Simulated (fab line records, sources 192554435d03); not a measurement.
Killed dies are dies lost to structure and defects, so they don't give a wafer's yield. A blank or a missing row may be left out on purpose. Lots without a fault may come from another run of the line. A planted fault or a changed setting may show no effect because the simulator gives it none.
Chamber matching | flow n5_finfet | N5_BEOL_M4_ALD_84 on ald_metal-01: 4 sister chambers
The step deposits TaN, pulse time 2 s, purge time 3 s, co reactant purge time 2 s. 18 wafers are shown with their chamber, then 9 later ones without.

WAFERS WITH THEIR CHAMBER
wafer  | chamber | heater_power_w (W)
L074.4 | 2       | 446
L074.5 | 2       | 445
L074.6 | 1       | 436
L079.1 | 2       | 436
L079.2 | 3       | 406
L079.6 | 3       | 409
L078.2 | 2       | 437
L078.4 | 1       | 434
L078.5 | 0       | 423
L080.1 | 3       | 409
L080.3 | 2       | 449
L080.6 | 0       | 426
L089.1 | 1       | 441
L089.3 | 0       | 431
L089.4 | 0       | 415
L090.2 | 0       | 417
L090.3 | 3       | 415
L090.4 | 2       | 451

SIGNATURES (means of the wafers above)
reading        | chamber 0 | chamber 1 | chamber 2 | chamber 3 | scatter within a chamber
heater_power_w | 422.40    | 437.00    | 444.00    | 409.75    | 5.55
Rule: a wafer's distance from a chamber is the root of the sum, over the readings, of the square of ((its reading less the chamber's mean) divided by the reading's scatter). The wafer belongs to the nearest chamber; if the next one is less than 2 further off, it can't be placed. The scatter: the root of (the sum of the squares of (reading less its chamber's mean) over the shown wafers, divided by (wafers less chambers)).

WAFERS WITHOUT THEIR CHAMBER
wafer  | heater_power_w (W)
L088.1 | 412
L088.2 | 421
L088.5 | 447
L091.3 | 423
L091.5 | 445
L091.6 | 433
L097.1 | 402
L097.2 | 426
L097.3 | 391

WHICH CHAMBER EACH WENT THROUGH
wafer  | from the rows above          | in truth
L088.1 | can't be placed: 3 or 0      | 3
L088.2 | can't be placed: 0 or 3      | 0
L088.5 | can't be placed: 2 or 1      | 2
L091.3 | 0                            | 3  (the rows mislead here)
L091.5 | can't be placed: 2 or 1      | 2
L091.6 | can't be placed: 1 or 0 or 2 | 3
L097.1 | 3                            | 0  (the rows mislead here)
L097.2 | can't be placed: 0 or 1      | 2
L097.3 | 3                            | 3
Placed correctly: 1 of 9. Can't be placed from these rows: 6 (the true chamber is among the candidates in 4). Placed wrongly: 2.
